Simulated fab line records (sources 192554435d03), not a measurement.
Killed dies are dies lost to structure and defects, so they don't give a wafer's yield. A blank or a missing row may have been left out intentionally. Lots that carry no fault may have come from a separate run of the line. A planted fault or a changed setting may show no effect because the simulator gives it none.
3 desks, one fault + flow n5 finfet + each desk has only its own numbers; what lay behind them comes last
Where a reading is given only as a bound, like >300, the bound stands for it, and a mean or a difference that rests on one is marked > or <: the true number lies beyond.

== THE METROLOGY DESK ==
Means of the sampled wafers that have a number, per lot and without regard to the tool the lot ran on: this is what the gauges read. Marked OUT: a lot whose mean sits more than 4 standard deviations from the usual mean, which makes it out of limits; the brackets give that distance. Shown here are 7 of its 12 readings, the ones lying furthest out on some lot.
Columns: A = cd nm at N5_BEOL_M0_SAQP_CD_MEAS_14, usual 42.6 nm; B = DIBL_N at N5_BEOL_M4_RC_MEAS_101, usual 35.3 mV/V; C = DIBL_P at N5_BEOL_M4_RC_MEAS_101, usual 35 mV/V; D = IOFF_N at N5_BEOL_M4_RC_MEAS_101, usual 0.15 nA/um; E = IOFF_P at N5_BEOL_M4_RC_MEAS_101, usual 0.20 nA/um; F = ION_P at N5_BEOL_M4_RC_MEAS_101, usual 462 uA/um; G = SS_N at N5_BEOL_M4_RC_MEAS_101, usual 71.2 mV/dec
| lot  | first seen here | A    | B    | C  | D    | E    | F   | G    |
|------|-----------------|------|------|----|------|------|-----|------|
| L259 | day 5 11:29     | 42.9 | 32.9 | 32 | 0.12 | 0.17 | 462 | 70.8 |
| L265 | day 7 02:17     | 42.8 | 38.7 | 40 | 0.23 | 0.30 | 474 | 72.1 |
| L270 | day 8 03:38     | 42.3 | 34.2 | 34 | 0.13 | 0.15 | 456 | 71.2 |
| L271 | day 8 14:11     | 41.9 | 35.0 | 34 | 0.12 | 0.16 | 458 | 71.3 |
| L272 | day 9 05:56     | 42.4 | 36.7 | 38 | 0.19 | 0.23 | 472 | 71.6 |
| L274 | day 9 14:11     | 42.8 | 35.7 | 36 | 0.15 | 0.24 | 478 | 71.3 |
| L275 | day 9 21:08     | 42.5 | 36.5 | 37 | 0.16 | 0.24 | 465 | 71.1 |
| L277 | day 10 13:06    | 42.8 | 33.9 | 34 | 0.12 | 0.17 | 464 | 70.3 |
| L281 | day 11 00:12    | 42.5 | 30.8 | 30 | 0.09 | 0.11 | 449 | 70.0 |
This desk's finding: nothing out of limits on any of the 9 lots.

== TOOL OWNER'S DESK, ald sin-04 ==
The tool's own readings at N5_BEOL_M0_SAQP_SPACER1_ALD_98 (deposits SiO2, target thk 12.8 nm, pulse time 1 s, purge time 2 s): means of the sampled wafers that have a number, for each lot that ran on this tool. Marked OUT: a lot whose mean sits more than 4 standard deviations from the usual mean, which makes it out of limits; the brackets give that distance.
Columns: A = heater power w at N5_BEOL_M0_SAQP_SPACER1_ALD_98, usual 477 W; B = precursor pulse height rel at N5_BEOL_M0_SAQP_SPACER1_ALD_98, usual 0.999
| lot  | first seen here | A   | B     |
|------|-----------------|-----|-------|
| L259 | day 5 12:28     | 494 | 1.009 |
| L265 | day 7 03:32     | 460 | 1.001 |
| L270 | day 8 06:04     | 490 | 1.014 |
| L271 | day 8 15:10     | 446 | 0.984 |
This desk's finding: nothing out of limits on any of the 4 lots.

== THE DEFECT DESK ==
For each lot, the counts of the inspections along the route, averaged over the sampled wafers that have a number. Marked OUT: a lot whose mean sits more than 4 standard deviations from the usual mean, which makes it out of limits; the brackets give that distance.
Columns: A = raw defect count at N5_BEOL_M0_SAQP_INSPECT_42, usual 278; B = raw defect count at N5_BEOL_M0_CUTY_INSPECT_59, usual 2.0
| lot  | first seen here | A              | B                      |
|------|-----------------|----------------|------------------------|
| L259 | day 5 15:47     | 279            | 1.0                    |
| L265 | day 7 07:04     | 278            | 1.3                    |
| L270 | day 8 08:55     | 1344 (+16) OUT | >300 (+99 or more) OUT |
| L271 | day 8 18:15     | 1330 (+16) OUT | >300 (+99 or more) OUT |
| L272 | day 9 10:07     | 229            | 1.7                    |
| L274 | day 9 19:20     | 394            | 2.3                    |
| L275 | day 10 01:46    | 304            | 2.0                    |
| L277 | day 10 18:58    | 185            | 3.7                    |
| L281 | day 11 04:27    | 234            | 0.7                    |
This desk finds L270, L271 out of limits, L270 being first, at day 8 08:55 (raw defect count at N5_BEOL_M0_SAQP_INSPECT_42). In limits: L259, L265, L272, L274, L275, L277, L281.

== BROUGHT TOGETHER ==
The defect desk could have raised an alarm at day 8 08:55, on L270, L271.
From the metrology desk's view, nothing was out of limits.
The tool owner's desk saw nothing out of limits.
The metrology desk holds a record of L270, L271, inside its limits.
Tool owner's desk: L270, L271 on record, inside its limits.
All the named lots went through N5_BEOL_M0_SAQP_SPACER1_ALD_98 on ald sin-04.

== WHAT THE SIMULATOR PUT IN ==
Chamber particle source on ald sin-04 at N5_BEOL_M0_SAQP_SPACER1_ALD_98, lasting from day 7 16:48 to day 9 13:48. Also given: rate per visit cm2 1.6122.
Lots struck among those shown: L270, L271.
Hours from the fault's start to each desk's first reading out of limits: the defect desk, 16.
